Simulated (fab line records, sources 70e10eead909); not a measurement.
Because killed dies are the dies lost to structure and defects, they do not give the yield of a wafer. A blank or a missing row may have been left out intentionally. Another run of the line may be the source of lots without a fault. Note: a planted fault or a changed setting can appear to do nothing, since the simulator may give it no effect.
Chamber matching    flow nandHarc    rieSi-04 running NHARC_A_ZERO_WELL_ETCH_13: 4 sister chambers
The step etches the open film in HBr/Cl2, target depth 120 nm, time 40.1 s. 8 wafers are shown with their chamber, then 7 later ones without.

## WAFERS, EACH WITH ITS CHAMBER
wafer   chamber  drypumpMotorCurrentA (A)  throttleValvePct (%)
L774.6  1        6.0                       26.401
L777.3  0        4.7                       26.419
L777.5  1        6.0                       26.390
L778.1  2        6.3                       26.410
L778.2  3        6.6                       26.389
L778.3  0        4.7                       26.394
L780.2  2        6.4                       26.412
L780.4  3        6.6                       26.415

## WAFERS MISSING THEIR CHAMBER
wafer   drypumpMotorCurrentA (A)  throttleValvePct (%)
L780.6  4.7                       26.419
L784.2  6.6                       26.407
L784.4  6.4                       26.408
L784.5  6.4                       26.400
L795.3  4.7                       26.406
L795.4  6.6                       26.407
L795.6  6.0                       26.412

## THE CHAMBER EACH PASSED THROUGH
wafer   from the rows above  in truth
L780.6  0                    0
L784.2  3                    3
L784.4  2                    2
L784.5  2                    2
L795.3  0                    0
L795.4  3                    3
L795.6  1                    1
7 of 7 placed correctly. Number that these rows cannot place: 0. 0 placed wrongly.
How it was worked out, from the rows above alone: a wafer's distance from a chamber is the root of the sum, over the readings, of the square of ((its reading less the chamber's mean) divided by the reading's scatter). If the next closest chamber is less than 2 further off than the closest, the wafer can't be placed; otherwise it belongs to the closest. The mean given for a chamber averages the wafers shown for that chamber. The scatter is the square root of a quotient: the sum, over the shown wafers, of each reading's squared deviation from its chamber's mean, divided by wafers minus chambers.
